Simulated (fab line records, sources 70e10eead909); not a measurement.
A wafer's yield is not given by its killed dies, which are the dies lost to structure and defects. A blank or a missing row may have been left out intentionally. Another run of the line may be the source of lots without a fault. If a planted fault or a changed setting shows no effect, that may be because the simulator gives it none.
What tool caused it? || flow nand harc || 7 lots with 21 wafers sampled at 5 steps, on a route of 1302 steps

== WHAT THE GAUGES READ, wafer by wafer ==
NHARC_END_SORT_01.
{"lot": "L358", "measured": "day 26 21:12", "on": "prober-02", "killed dies": "73 67 55"}
{"lot": "L363", "measured": "day 29 18:56", "on": "prober-01", "killed dies": "72 64 74"}
{"lot": "L368", "measured": "day 31 21:07", "on": "prober-01", "killed dies": "161 153 180"}

== EACH LOT AND THE TOOL THAT RAN IT (in order: tool; ch and the chambers of the sampled wafers; start) ==
{"lot": "L353", "NHARC_A_ONON_D2_DEP_19": "pecvd onon-02 ch 0, day 13 11:31", "NHARC_THIN_TSV_DEP_47": "pecvd-02 ch 0,1, day 24 16:38", "NHARC_THIN_TSV_DEGAS_49": "pvd sputter-01, day 24 17:34", "NHARC_THIN_TSV_PRE_CLEAN_50": "pvd sputter-01, no start"}
{"lot": "L358", "NHARC_A_ONON_D2_DEP_19": "pecvd onon-04 ch 0, day 15 07:23", "NHARC_THIN_TSV_DEP_47": "pecvd-04 ch 0,2, day 26 05:50", "NHARC_THIN_TSV_DEGAS_49": "pvd sputter-02, day 26 06:49", "NHARC_THIN_TSV_PRE_CLEAN_50": "pvd sputter-02, day 26 21:12 or earlier"}
{"lot": "L360", "NHARC_A_ONON_D2_DEP_19": "pecvd onon-04 ch 0, day 16 19:03", "NHARC_THIN_TSV_DEP_47": "pecvd-04 ch 0,1,2, day 27 23:59", "NHARC_THIN_TSV_DEGAS_49": "pvd sputter-01, day 28 00:55", "NHARC_THIN_TSV_PRE_CLEAN_50": "pvd sputter-01, no start"}
{"lot": "L363", "NHARC_A_ONON_D2_DEP_19": "pecvd onon-04 ch 0, day 18 04:32", "NHARC_THIN_TSV_DEP_47": "pecvd-03 ch 0,2, day 29 04:46", "NHARC_THIN_TSV_DEGAS_49": "pvd sputter-02, day 29 05:43", "NHARC_THIN_TSV_PRE_CLEAN_50": "pvd sputter-02, day 29 18:56 or earlier"}
{"lot": "L365", "NHARC_A_ONON_D2_DEP_19": "pecvd onon-01 ch 0, day 18 18:53", "NHARC_THIN_TSV_DEP_47": "pecvd-03 ch 0,1,2, day 30 03:55", "NHARC_THIN_TSV_DEGAS_49": "pvd sputter-02, day 30 05:16", "NHARC_THIN_TSV_PRE_CLEAN_50": "pvd sputter-02, no start"}
{"lot": "L368", "NHARC_A_ONON_D2_DEP_19": "pecvd onon-04 ch 0, day 19 23:02", "NHARC_THIN_TSV_DEP_47": "pecvd-03 ch 0,1,2, day 31 07:23", "NHARC_THIN_TSV_DEGAS_49": "pvd sputter-03, day 31 08:19", "NHARC_THIN_TSV_PRE_CLEAN_50": "pvd sputter-03, day 31 21:07 or earlier"}
{"lot": "L374", "NHARC_A_ONON_D2_DEP_19": "pecvd onon-01 ch 0, day 22 14:04", "NHARC_THIN_TSV_DEP_47": "pecvd-04 ch 0,2, day 33 15:25", "NHARC_THIN_TSV_DEGAS_49": "pvd sputter-02, day 33 16:36", "NHARC_THIN_TSV_PRE_CLEAN_50": "pvd sputter-02, no start"}
- NHARC_A_ONON_D2_DEP_19: target thk 1000 nm.
- NHARC_THIN_TSV_DEP_47: deposits SiO2, target thk 200 nm.
- NHARC_THIN_TSV_DEGAS_49: time 120 s.
- NHARC_THIN_TSV_PRE_CLEAN_50: time 30 s.

== THE ANSWER, worked out from the rows above alone ==
Rule: the usual values come from the lots themselves. Put in order of their means at a reading, lots are off if they are a third of the lots or fewer, leave a main group of 4 or more, and stand apart from it by a gap of 3 or more times the standard deviation of the main group's means; of several such gaps the widest counts. Not used: any main group whose means are identical at the precision the tables above print for the reading. Also off: a lot with no number at a reading for which 4 or more lots have one. Where the step has rows for the other lots, those lots are counted as sound.
Across all readings shown, no lot is off: no conclusion can be drawn from this.

== WHAT THE SIMULATOR PUT IN ==
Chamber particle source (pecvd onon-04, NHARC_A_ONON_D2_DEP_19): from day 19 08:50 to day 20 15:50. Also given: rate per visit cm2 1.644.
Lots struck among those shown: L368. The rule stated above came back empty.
